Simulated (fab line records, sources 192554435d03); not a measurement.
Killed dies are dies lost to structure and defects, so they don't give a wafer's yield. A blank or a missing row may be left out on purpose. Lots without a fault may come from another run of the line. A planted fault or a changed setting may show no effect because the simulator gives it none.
A struck lot beside a sound one | flow n5_finfet | 38 steps out of a route of 1938
Sound: wafers L802.4, L802.5, L802.6. Struck: wafer L814.6. (L814.2 of the same lot was not struck and is left out.) The cause comes at the end.
At each step with rows: each side's tool, then ch and its chambers, then its first start. Under that, the readings that differ: sound wafers | struck wafers | difference of the means | sigmas: that difference in standard deviations of wafers without a fault.
alike: readings whose means differ by less than 2 such deviations, and words and numbers that are the same on both sides. not compared: withheld readings, readings that some wafer has no value for, bounds like >300 that may hide the same value, and numbers for which the record gives no deviation and whose values overlap.
The two part at a step that has a row with sigmas, a row that says differs or no value, or rows on one side only. Numbers that don't overlap but have no deviation are shown without sigmas and don't part them. A reading that every wafer of one side lacks parts them only if that side has two wafers or more.

first, 10 steps without rows for these wafers: N5_MOL_CONTACT_COAG_SPUTTER_143 (material Co, target thk 2.5 nm); N5_MOL_CONTACT_COAG_CO_FILL_22 (material Co, precursor CCTBA/H2, target thk 20 nm); N5_MOL_CONTACT_COAG_ANNEAL_113 (time 300 s); N5_MOL_CONTACT_COAG_PRE_CLEAN_142 (time 60 s); N5_MOL_CONTACT_COAG_SPUTTER_130 (material Co, target thk 47.5 nm); N5_MOL_CONTACT_COAG_PRECLEAN_125 (cleans in DIW, time 57.5 s); N5_MOL_CONTACT_COAG_SRD_126 (dry time 32 s); N5_MOL_CONTACT_COAG_CMP_23 (polishes, stops on SiO2, t overpolish 1.5 s, target thk 0 nm); N5_MOL_CONTACT_COAG_WET_ETCH_26 (target Co, target depth 13 nm); N5_MOL_CONTACT_COAG_WET_ETCH_116 (etches the open film in SC1-inhibited, target depth 4.6 nm, rinse time 30 s).
N5_MOL_CONTACT_COAG_ALD_27: deposits SiOC, target thk 17 nm, pulse time 1.5 s, time 2720 s.
  sound on ald_sin-01 ch 1,2, day 4 22:55; struck on ald_sin-01 ch 0, day 8 04:28
  reading                                           | sound                | struck | difference | sigmas
  ald_cycles                                        | 340 340 340          | 262    | -78        |
  run_length_s (s)                                  | 2769.7 2769.5 2770.2 | 2145.4 | -624.4     | -99 or more
  time_s (s)                                        | 2720 2720 2720       | 2096   | -624       |
  model.SiOC_of_MOL_CONTACT_COAG_ALD_27.thk_nm (nm) | 17 16.8 17           | 13     | -4         |
  alike: heater_power_w, precursor_pulse_height_rel
then, 25 steps without rows for these wafers: N5_MOL_CONTACT_COAG_CMP_28 (polishes, stops on SiNx, t overpolish 0.85 s, target thk 14.522 nm); N5_MOL_CONTACT_COAG_ALD_123 (deposits SiNx, target thk 5 nm, pulse time 1 s, purge time 2 s); N5_MOL_CONTACT_COAG_PECVD_31 (deposits SiO2 from TEOS/O2, target thk 46 nm, time 8.9 s); N5_MOL_CONTACT_COAG_COAT_75 (time 60 s, resist thk 60 nm); N5_MOL_CONTACT_COAG_COAT_76 (time 60 s, resist thk 10 nm); N5_MOL_CONTACT_COAG_COAT_77 (time 60 s, resist thk 10 nm); N5_MOL_CONTACT_COAG_COAT_78 (resist thk 40 nm); N5_MOL_CONTACT_COAG_EBR_80; N5_MOL_CONTACT_COAG_SOFTBAKE_79 (time 60 s); N5_MOL_CONTACT_COAG_EXPOSE_81 (exposes mask VG, defocus 0 nm); N5_MOL_CONTACT_COAG_PEB_82 (peb time 60 s); N5_MOL_CONTACT_COAG_DEVELOP_83 (develop time 30 s); N5_MOL_CONTACT_COAG_DESCUM_88 (chemistry O2, time 7 s); N5_MOL_CONTACT_COAG_ETCH_89 (etches underlayer in N2/H2, target depth 13 nm, time 10.4 s); N5_MOL_CONTACT_COAG_ETCH_90 (etches SiARC in CF4, target depth 13 nm, time 21.7 s); N5_MOL_CONTACT_COAG_ALD_131 (deposits SiO2, target thk 5 nm, pulse time 1 s, co reactant pulse time 1 s); N5_MOL_CONTACT_COAG_ETCHBACK_132 (etches SiO2 in CHF3, target depth 10 nm, time 6.7 s); N5_MOL_CONTACT_COAG_ETCH_91 (etches SOC in N2/H2, target depth 60 nm, overetch 21 nm, time 101.2 s); N5_MOL_CONTACT_COAG_STRIP_92 (strips in N2/H2); N5_MOL_CONTACT_COAG_STRIP_93 (strips in N2/H2); N5_MOL_CONTACT_COAG_ETCHBACK_135 (etches SiO2 in CHF3, target depth 25 nm, time 16.7 s); N5_MOL_CONTACT_COAG_STRIP_118 (strips in CHF3); N5_MOL_CONTACT_COAG_VIA_ETCH_46 (etches SiO2 in C4F6/O2, target depth 46 nm, overetch 9.2 nm, time 40 s); N5_MOL_CONTACT_COAG_STRIP_96 (strips in N2/H2); N5_MOL_CONTACT_COAG_ETCH_47 (etches SiNx in CH3F/O2, stops on W, target depth 27 nm).
N5_MOL_CONTACT_COAG_ETCH_48: etches SiOC in C4F6/O2, target depth 15 nm, overetch 4.5 nm, time 17 s.
  sound on rie_diel-06 ch 0,1, day 5 04:53; struck on rie_diel-05 ch 1, day 8 09:59
  reading      | sound          | struck | difference | sigmas
  rf_vpp_V (V) | 1581 1579 1612 | 1647   | +56        | +2
  alike: drypump_motor_current_A, oes_product_au, rf_fwd_power_W, showerhead_plenum_p_Torr, throttle_valve_pct
  not compared: rf_hours_counter_h, model.etch.depth_nm
-- the record jumps here: 3 days lie between the struck wafers' starts before and after (it left off in module MOL_CONTACT_COAG and takes up again in module BEOL_M4, whose first step shown is number 1111 of the route) --
N5_BEOL_M4_RC_MEAS_101:
  sound on prober-02 ch 0, day 8 01:53; struck on prober-02 ch 0, day 11 00:51
  alike: DIBL_N, DIBL_P, IOFF_N, IOFF_P, ION_N, ION_P, SS_N, SS_P, VT_N, VT_P

WHERE THEY PART
First at N5_MOL_CONTACT_COAG_ALD_27; last, within this record, at N5_MOL_CONTACT_COAG_ETCH_48. Later steps at which nothing parts them and some readings are alike: N5_BEOL_M4_RC_MEAS_101.

WHY: what the simulator had put in
Process parameter drift: ald_sin-01, from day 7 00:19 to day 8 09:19, at N5_MOL_CONTACT_COAG_ALD_27. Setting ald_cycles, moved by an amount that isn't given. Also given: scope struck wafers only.
